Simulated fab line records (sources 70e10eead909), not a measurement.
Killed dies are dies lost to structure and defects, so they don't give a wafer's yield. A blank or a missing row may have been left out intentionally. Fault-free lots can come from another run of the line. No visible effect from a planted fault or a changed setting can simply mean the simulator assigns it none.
Which tool is to blame?	flow nand-harc	24 lots, 72 wafers sampled, at 6 steps of a route of 1159

== WHAT THE GAUGES SHOWED, per wafer ==
The record holds no reading of a measuring or inspecting step that can be judged against a usual standard deviation.

== TOOL THAT RAN EACH LOT (tool first, then ch and the chambers of the sampled wafers, then the start) ==
lot	NHARC_A_STAIRCASE_DESCUM_168	NHARC_A_STAIRCASE_STRIP_171	NHARC_A_STAIRCASE_ETCH_23	NHARC_A_STAIRCASE_DESCUM_186	NHARC_A_STAIRCASE_TRIM_198	NHARC_A_STAIRCASE_ETCH_203
L074	rie-diel-13 ch 1,2,3, day 11 01:57	plasma-asher-02 ch 0,1, day 11 02:36	rie-diel-08 ch 0,1,3, day 11 08:13 or earlier	rie-diel-13 ch 0,2,3, day 11 08:13	rie-diel-08 ch 0,1,3, no start	rie-diel-08 ch 0,1,3, no start
L075	rie-diel-08 ch 0,3, day 11 02:07	plasma-asher-01 ch 1, day 11 02:28	rie-diel-04 ch 1,2,3, day 11 07:44 or earlier	rie-diel-13 ch 0,2, day 11 07:44	rie-diel-13 ch 1,3, day 11 09:20	rie-diel-08 ch 0,1,3, no start
L077	rie-diel-13 ch 0,2,3, day 11 09:54	plasma-asher-01 ch 0,1, day 11 10:34	rie-diel-08 ch 1,3, day 11 18:50 or earlier	rie-diel-08 ch 0,3, day 11 18:50	rie-diel-13 ch 0,2,3, no start	rie-diel-13 ch 1,2,3, no start
L076	rie-diel-04 ch 1,3, day 11 10:04	plasma-asher-02 ch 0,1, day 11 10:23	rie-diel-04 ch 2,3, day 11 17:23 or earlier	rie-diel-13 ch 0,1,2, day 11 17:23	rie-diel-13 ch 1,2,3, no start	rie-diel-13 ch 0,1,2, no start
L078	rie-diel-13 ch 0,2,3, day 11 19:40	plasma-asher-02 ch 0,1, day 11 19:59	rie-diel-08 ch 0,3, day 12 01:17 or earlier	rie-diel-08 ch 0,1, day 12 01:17	rie-diel-04 ch 0,2,3, no start	rie-diel-04 ch 0,1, no start
L081	rie-diel-13 ch 0,2,3, day 12 06:13	plasma-asher-01 ch 0,1, day 12 06:45	rie-diel-04 ch 0,1,2, day 12 13:50 or earlier	rie-diel-04 ch 2,3, day 12 13:50	rie-diel-04 ch 0,1, no start	rie-diel-04 ch 1,2,3, no start
L080	rie-diel-04 ch 1,2, day 12 06:23	plasma-asher-01 ch 0,1, day 12 07:02	rie-diel-08 ch 0,1,3, day 12 15:30 or earlier	rie-diel-08 ch 0,1,3, day 12 15:30	rie-diel-08 ch 0,1, no start	rie-diel-08 ch 1,3, no start
L084	rie-diel-04 ch 0,1, day 12 12:29	plasma-asher-02 ch 0,1, day 12 12:57	rie-diel-08 ch 1,3, day 12 22:50 or earlier	rie-diel-04 ch 1,2,3, day 12 22:50	rie-diel-13 ch 0,1, no start	rie-diel-13 ch 0,2, no start
L082	rie-diel-04 ch 0,2, day 12 12:47	plasma-asher-02 ch 0,1, day 12 13:14	rie-diel-08 ch 1,3, day 12 22:59 or earlier	rie-diel-13 ch 0,1,3, day 12 22:59	rie-diel-13 ch 1,2, no start	rie-diel-13 ch 0,1,2, no start
L083	rie-diel-04 ch 0,1,2, day 12 18:58	plasma-asher-01 ch 0,1, day 12 21:38	rie-diel-08 ch 1,3, day 13 04:17 or earlier	rie-diel-08 ch 1,3, day 13 04:17	rie-diel-13 ch 0,1,3, no start	rie-diel-13 ch 2,3, no start
L079	rie-diel-08 ch 0,3, day 12 19:14	plasma-asher-02 ch 0,1, day 12 21:38	rie-diel-08 ch 0,1, day 13 05:17 or earlier	rie-diel-13 ch 0,2, day 13 05:17	rie-diel-13 ch 1,2, no start	rie-diel-13 ch 0,1, no start
L086	rie-diel-04 ch 0,2,3, day 13 13:59	plasma-asher-01 ch 0,1, day 13 14:18	rie-diel-13 ch 0,1,2, day 13 19:59 or earlier	rie-diel-04 ch 0,2,3, day 13 19:59	rie-diel-04 ch 0,1,3, no start	rie-diel-04 ch 0,2,3, no start
L088	rie-diel-04 ch 0,1,2, day 13 14:27	plasma-asher-02 ch 0,1, day 13 14:49	rie-diel-13 ch 0,2,3, day 13 20:21 or earlier	rie-diel-13 ch 0,1,2, day 13 20:21	rie-diel-13 ch 1,2,3, no start	rie-diel-13 ch 0,2,3, no start
L087	rie-diel-04 ch 0,1,2, day 13 21:32	plasma-asher-02 ch 0,1, day 13 22:14	rie-diel-08 ch 1,3, day 14 04:01 or earlier	rie-diel-13 ch 0,1,3, day 14 04:01	rie-diel-04 ch 0,1,3, no start	rie-diel-04 ch 0,1,2, no start
L085	rie-diel-04 ch 1,2,3, day 13 21:35	plasma-asher-01 ch 0, day 13 22:19	rie-diel-13 ch 0,1,2, day 14 04:41 or earlier	rie-diel-08 ch 0,1,3, day 14 04:41	rie-diel-08 ch 0,1, no start	rie-diel-08 ch 0,1, no start
L089	rie-diel-04 ch 2,3, day 14 12:14	plasma-asher-02 ch 0, day 14 12:35	rie-diel-08 ch 0,1, day 14 18:13 or earlier	rie-diel-04 ch 0,3, day 14 18:13	rie-diel-04 ch 1,2, no start	rie-diel-04 ch 0,1, no start
L090	rie-diel-13 ch 0,1,2, day 14 17:05	plasma-asher-02 ch 1, day 14 18:49	rie-diel-08 ch 1,2, day 15 01:07 or earlier	rie-diel-13 ch 1,2,3, day 15 01:07	rie-diel-08 ch 0,1,2, no start	rie-diel-08 ch 0,2, no start
L091	rie-diel-04 ch 0,2, day 14 17:17	plasma-asher-02 ch 1, day 14 17:35	rie-diel-04 ch 0,3, day 14 23:01 or earlier	rie-diel-13 ch 0,2,3, day 14 23:01	rie-diel-04 ch 0,1,2, no start	rie-diel-04 ch 0,2,3, no start
L093	rie-diel-04 ch 0,2,3, day 15 01:42	plasma-asher-01 ch 0,1, day 15 02:01	rie-diel-08 ch 0,1,3, day 15 07:23 or earlier	rie-diel-13 ch 0,1,3, day 15 07:23	rie-diel-13 ch 0,1,2, no start	rie-diel-13 ch 0,1,2, no start
L092	rie-diel-04 ch 1,3, day 15 02:01	plasma-asher-02 ch 0,1, day 15 02:35	rie-diel-04 ch 0,3, day 15 07:50 or earlier	rie-diel-04 ch 1,2, day 15 07:50	rie-diel-04 ch 2,3, no start	rie-diel-04 ch 0,3, no start
L094	rie-diel-08 ch 0,1,3, day 15 12:31	plasma-asher-02 ch 0,1, day 15 12:53	rie-diel-04 ch 0,1, day 15 18:05 or earlier	rie-diel-13 ch 0,1,3, day 15 18:05	rie-diel-04 ch 0,2, no start	rie-diel-04 ch 1,2,3, no start
L095	rie-diel-13 ch 1,3, day 15 12:36	plasma-asher-02 ch 0,1, day 15 13:26	rie-diel-13 ch 0,1,3, day 15 18:51 or earlier	rie-diel-08 ch 1,3, day 15 18:51	rie-diel-13 ch 1,2,3, no start	rie-diel-13 ch 0,1,2, no start
L096	rie-diel-04 ch 1,2,3, day 16 10:26	plasma-asher-01 ch 0,1, day 16 10:46	rie-diel-13 ch 0,2,3, day 16 16:05 or earlier	rie-diel-08 ch 0,2,3, day 16 16:05	rie-diel-08 ch 1,2,3, no start	rie-diel-08 ch 0,1,2, no start
L097	rie-diel-13 ch 0,2, day 16 21:36	plasma-asher-01 ch 0,1, day 16 21:55	rie-diel-04 ch 1,2,3, day 17 03:36 or earlier	rie-diel-04 ch 0,1,2, day 17 03:36	rie-diel-04 ch 0,2,3, no start	rie-diel-04 ch 0,3, no start
- NHARC_A_STAIRCASE_DESCUM_168: chemistry O2, time 3 s.
- NHARC_A_STAIRCASE_STRIP_171: strips in O2.
- NHARC_A_STAIRCASE_ETCH_23: etches the open film in C4F8/O2, target depth 100 nm, time 40.5 s.
- NHARC_A_STAIRCASE_DESCUM_186: chemistry O2, time 3 s.
- NHARC_A_STAIRCASE_TRIM_198: chemistry O2, time 211.2 s.
- NHARC_A_STAIRCASE_ETCH_203: etches the open film in C4F8/O2, target depth 100 nm, time 40.5 s.

== WHAT THE TOOLS THEMSELVES READ (means of the sampled wafers that have a number; where no wafer has one, the mark that the record gives instead) ==
NHARC_A_STAIRCASE_DESCUM_168. Usual: drypump-motor-current-A 5.7 A, standard deviation 0.34; oes-product-au 0.997 a.u., standard deviation 0.0099; rf-vpp-V 57.7 V, standard deviation 0.84; showerhead-plenum-p-Torr 1.92 Torr, standard deviation 0.076; throttle-valve-pct 11.311 %, standard deviation 0.0093.
lot	tool	drypump-motor-current-A (A)	oes-product-au (a.u.)	rf-vpp-V (V)	showerhead-plenum-p-Torr (Torr)	throttle-valve-pct (%)	flag
L074	rie-diel-13	5.5	1.005	57.8	1.91	11.312	
L075	rie-diel-08	6.1	0.995	57.4	1.92	11.315	
L077	rie-diel-13	5.6	0.993	57.8	1.90	11.309	
L076	rie-diel-04	5.9	0.998	58.7	2.01	11.309	
L078	rie-diel-13	5.6	0.999	58.5	1.90	11.323	
L081	rie-diel-13	5.6	0.992	57.7	1.89	11.313	
L080	rie-diel-04	5.5	0.990	58.1	1.95	11.309	
L084	rie-diel-04	5.7	0.988	58.1	1.99	11.307	
L082	rie-diel-04	5.9	0.996	58.1	1.89	11.306	
L083	rie-diel-04	5.7	0.997	57.7	1.92	11.309	
L079	rie-diel-08	6.1	0.986	57.7	1.91	11.311	
L086	rie-diel-04	5.9	0.985	57.9	1.91	11.311	
L088	rie-diel-04	5.7	0.985	57.8	1.92	11.315	
L087	rie-diel-04	5.7	0.996	58.8	1.92	11.313	
L085	rie-diel-04	5.7	0.991	57.3	1.94	11.318	
L089	rie-diel-04	5.6	0.994	57.2	1.88	11.316	
L090	rie-diel-13	5.5	0.999	57.8	1.89	11.306	
L091	rie-diel-04	5.6	0.998	57.6	1.85	11.313	
L093	rie-diel-04	5.9	0.995	58.0	1.91	11.312	
L092	rie-diel-04	5.9	1.000	57.9	1.99	11.308	
L094	rie-diel-08	6.1	1.009	57.3	1.87	11.318	
L095	rie-diel-13	5.3	0.997	57.8	1.87	11.319	
L096	rie-diel-04	5.7	0.996	57.6	1.93	11.308	
L097	rie-diel-13	5.6	1.014	57.3	1.92	11.311	

NHARC_A_STAIRCASE_STRIP_171. Usual: drypump-motor-current-A 5.41 A, standard deviation 0.1; heater-power-w 318 W, standard deviation 15.
lot	tool	drypump-motor-current-A (A)	heater-power-w (W)	flag
L074	plasma-asher-02	5.38	307	
L075	plasma-asher-01	5.40	340	
L077	plasma-asher-01	5.47	338	
L076	plasma-asher-02	5.37	307	
L078	plasma-asher-02	5.36	308	
L081	plasma-asher-01	5.46	340	
L080	plasma-asher-01	5.47	340	
L084	plasma-asher-02	5.38	302	
L082	plasma-asher-02	5.41	304	
L083	plasma-asher-01	5.52	330	
L079	plasma-asher-02	5.34	311	
L086	plasma-asher-01	5.52	331	
L088	plasma-asher-02	5.36	304	
L087	plasma-asher-02	5.35	307	
L085	plasma-asher-01	5.57	326	
L089	plasma-asher-02	5.30	306	
L090	plasma-asher-02	5.37	309	
L091	plasma-asher-02	5.40	305	
L093	plasma-asher-01	5.47	336	
L092	plasma-asher-02	5.34	303	
L094	plasma-asher-02	5.34	307	
L095	plasma-asher-02	5.32	313	
L096	plasma-asher-01	5.52	328	
L097	plasma-asher-01	5.45	329	

NHARC_A_STAIRCASE_ETCH_23. Usual: oes-product-au 0.941 a.u., standard deviation 0.015; rf-vpp-V 895 V, standard deviation 4.3.
lot	tool	oes-product-au (a.u.)	rf-vpp-V (V)	flag
L074	rie-diel-08	0.942	893	
L075	rie-diel-04	0.931	899	
L077	rie-diel-08	0.914	892	
L076	rie-diel-04	0.941	894	
L078	rie-diel-08	0.943	895	
L081	rie-diel-04	0.935	896	
L080	rie-diel-08	0.943	894	
L084	rie-diel-08	0.921	892	
L082	rie-diel-08	0.930	893	
L083	rie-diel-08	0.925	890	
L079	rie-diel-08	0.930	894	
L086	rie-diel-13	0.935	894	
L088	rie-diel-13	0.935	894	
L087	rie-diel-08	0.952	891	
L085	rie-diel-13	0.931	894	
L089	rie-diel-08	0.955	891	
L090	rie-diel-08	0.961	892	
L091	rie-diel-04	0.928	898	
L093	rie-diel-08	0.959	893	
L092	rie-diel-04	0.960	900	
L094	rie-diel-04	0.926	900	
L095	rie-diel-13	0.956	891	
L096	rie-diel-13	0.944	894	
L097	rie-diel-04	0.957	897	

NHARC_A_STAIRCASE_DESCUM_186. Usual: drypump-motor-current-A 5.7 A, standard deviation 0.36; oes-product-au 0.998 a.u., standard deviation 0.0091; rf-vpp-V 57.8 V, standard deviation 1; showerhead-plenum-p-Torr 1.89 Torr, standard deviation 0.068; throttle-valve-pct 11.312 %, standard deviation 0.0091.
lot	tool	drypump-motor-current-A (A)	oes-product-au (a.u.)	rf-vpp-V (V)	showerhead-plenum-p-Torr (Torr)	throttle-valve-pct (%)	flag
L074	rie-diel-13	5.5	1.004	58.0	1.90	11.315	
L075	rie-diel-13	5.5	0.998	57.7	1.94	11.309	
L077	rie-diel-08	6.0	1.000	58.4	1.90	11.310	
L076	rie-diel-13	5.4	0.996	58.9	1.90	11.311	
L078	rie-diel-08	6.3	1.002	58.2	1.89	11.300	
L081	rie-diel-04	5.6	0.995	57.4	1.88	11.312	
L080	rie-diel-08	6.1	0.991	57.8	1.87	11.314	
L084	rie-diel-04	5.7	0.989	57.8	1.94	11.312	
L082	rie-diel-13	5.4	0.995	57.5	1.85	11.312	
L083	rie-diel-08	5.9	0.997	57.6	1.85	11.307	
L079	rie-diel-13	5.5	0.996	57.5	1.88	11.306	
L086	rie-diel-04	5.9	0.986	57.8	1.91	11.313	
L088	rie-diel-13	5.4	1.008	56.9	1.89	11.313	
L087	rie-diel-13	5.4	0.996	57.7	1.85	11.311	
L085	rie-diel-08	6.1	1.009	57.7	1.87	11.314	
L089	rie-diel-04	6.1	0.999	57.9	1.97	11.314	
L090	rie-diel-13	5.5	0.998	58.0	1.90	11.313	
L091	rie-diel-13	5.6	0.997	56.9	1.89	11.317	
L093	rie-diel-13	5.4	1.008	57.4	1.85	11.311	
L092	rie-diel-04	5.4	0.993	58.5	1.88	11.316	
L094	rie-diel-13	5.4	0.999	57.8	1.84	11.310	
L095	rie-diel-08	5.9	1.006	57.8	1.85	11.308	
L096	rie-diel-08	5.8	0.992	58.6	1.91	11.318	
L097	rie-diel-04	5.7	0.990	57.9	1.91	11.310	

NHARC_A_STAIRCASE_TRIM_198. Usual: drypump-motor-current-A 5.7 A, standard deviation 0.34; oes-product-au 0.997 a.u., standard deviation 0.0093; rf-vpp-V 57.7 V, standard deviation 0.89; showerhead-plenum-p-Torr 3.51 Torr, standard deviation 0.12; throttle-valve-pct 17.037 %, standard deviation 0.0092.
lot	tool	drypump-motor-current-A (A)	oes-product-au (a.u.)	rf-vpp-V (V)	showerhead-plenum-p-Torr (Torr)	throttle-valve-pct (%)	flag
L074	rie-diel-08	6.1	0.997	58.2	3.47	17.038	
L075	rie-diel-13	5.5	1.001	57.5	3.46	17.030	
L077	rie-diel-13	5.6	0.994	57.6	3.50	17.034	
L076	rie-diel-13	5.5	1.000	58.0	3.52	17.041	
L078	rie-diel-04	5.9	0.996	57.8	3.54	17.035	
L081	rie-diel-04	5.9	0.990	58.4	3.61	17.048	
L080	rie-diel-08	6.2	1.002	57.9	3.49	17.043	
L084	rie-diel-13	5.3	1.010	56.8	3.43	17.035	
L082	rie-diel-13	5.3	1.007	57.5	3.52	17.041	
L083	rie-diel-13	5.4	0.998	58.0	3.43	17.034	
L079	rie-diel-13	5.3	1.007	57.4	3.52	17.038	
L086	rie-diel-04	5.9	0.993	58.0	3.64	17.041	
L088	rie-diel-13	5.5	1.004	57.0	3.52	17.030	
L087	rie-diel-04	5.9	0.999	58.7	3.63	17.033	
L085	rie-diel-08	6.3	1.003	56.2	3.40	17.033	
L089	rie-diel-04	5.4	0.990	57.8	3.47	17.046	
L090	rie-diel-08	6.0	1.007	58.3	3.49	17.040	
L091	rie-diel-04	5.7	0.992	57.4	3.53	17.034	
L093	rie-diel-13	5.4	1.006	57.9	3.48	17.039	
L092	rie-diel-04	5.6	0.992	57.5	3.46	17.034	
L094	rie-diel-04	5.9	0.992	56.7	3.48	17.030	
L095	rie-diel-13	5.5	0.999	57.4	3.50	17.038	
L096	rie-diel-08	5.8	1.001	56.2	3.46	17.041	
L097	rie-diel-04	5.9	0.992	57.9	3.51	17.030	

NHARC_A_STAIRCASE_ETCH_203. Usual: oes-product-au 0.940 a.u., standard deviation 0.011; rf-vpp-V 895 V, standard deviation 4.4.
lot	tool	oes-product-au (a.u.)	rf-vpp-V (V)	flag
L074	rie-diel-08	0.948	894	
L075	rie-diel-08	0.942	894	
L077	rie-diel-13	0.948	895	
L076	rie-diel-13	0.941	895	
L078	rie-diel-04	0.942	899	
L081	rie-diel-04	0.929	898	
L080	rie-diel-08	0.926	893	
L084	rie-diel-13	0.930	894	
L082	rie-diel-13	0.930	895	
L083	rie-diel-13	0.923	898	
L079	rie-diel-13	0.930	892	
L086	rie-diel-04	0.938	896	
L088	rie-diel-13	0.951	895	
L087	rie-diel-04	0.950	896	
L085	rie-diel-08	0.950	894	
L089	rie-diel-04	0.939	899	
L090	rie-diel-08	0.945	898	
L091	rie-diel-04	0.944	895	
L093	rie-diel-13	0.948	895	
L092	rie-diel-04	0.937	899	
L094	rie-diel-04	0.938	898	
L095	rie-diel-13	0.947	894	
L096	rie-diel-08	0.950	895	
L097	rie-diel-04	0.925	898	

== THE ANSWER, worked out from the rows above alone ==
Rule: lot off if the mean of its wafers having a number is beyond 3 standard deviations from the usual mean. Also off: a lot with no number at a reading for which 4 or more lots have one. All remaining lots with rows at the step are treated as sound. Order of review: gauges by route order, followed by the tools' own readings, for which a lot's mean as printed above is used. The first step at which some lot is off is used, and at that step the reading that is off furthest; a lot without a number counts as furthest.
No lot is off on any of the readings shown, so nothing can be concluded from this.

== WHAT THE SIMULATOR HAD PUT IN ==
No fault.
